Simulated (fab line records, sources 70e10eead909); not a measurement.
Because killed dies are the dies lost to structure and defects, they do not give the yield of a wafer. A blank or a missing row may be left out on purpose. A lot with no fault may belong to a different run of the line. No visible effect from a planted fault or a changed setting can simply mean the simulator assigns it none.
Matching of chambers -- flow nand harc -- 4 sister chambers for NHARC_P_BONDPAD_CMP_19 on cmp-01
The step polishes, t overpolish 30 s, cu recess touch 16 s, target thk 160.81 nm. 8 wafers are shown with their chamber, then 8 later ones without.

WAFERS, EACH WITH ITS CHAMBER
wafer,chamber,motor current A (A),pad life wafers
L078.4,0,10.8,411
L081.1,0,10.7,541
L082.1,3,13.1,547
L084.1,1,13.0,31
L084.4,2,13.3,32
L086.2,3,13.0,135
L088.2,2,12.8,259
L088.4,1,13.2,258

WAFERS WITH NO CHAMBER GIVEN
wafer,motor current A (A),pad life wafers
L089.1,12.8,266
L089.4,13.4,265
L091.3,12.1,324
L091.4,10.9,326
L095.3,13.6,411
L095.4,12.6,410
L096.3,13.4,417
L096.4,10.5,414

WHICH CHAMBER EACH WENT THROUGH
wafer,from the rows above,in truth
L089.1,can't be placed: 3 or 2 or 1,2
L089.4,can't be placed: 1 or 3 or 2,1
L091.3,can't be placed: 3 or 2 or 1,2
L091.4,0,0
L095.3,can't be placed: 3 or 1 or 2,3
L095.4,can't be placed: 3 or 2 or 1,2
L096.3,can't be placed: 3 or 1 or 2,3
L096.4,0,0
2 of 8 placed correctly. From these rows, 6 cannot be placed; in 6 the true chamber is one of the candidates. Wrongly placed: 0.
How it was worked out, from the rows above alone: a wafer's distance from a chamber is the root of the sum, over the readings, of the square of ((its reading less the chamber's mean) divided by the reading's scatter). The wafer belongs to the nearest chamber; if the next one is less than 2 further off, it can't be placed. The mean given for a chamber averages the wafers shown for that chamber. The scatter: take each reading less its chamber's mean, square it, sum over the shown wafers, divide by the number of wafers less the number of chambers, and take the root.
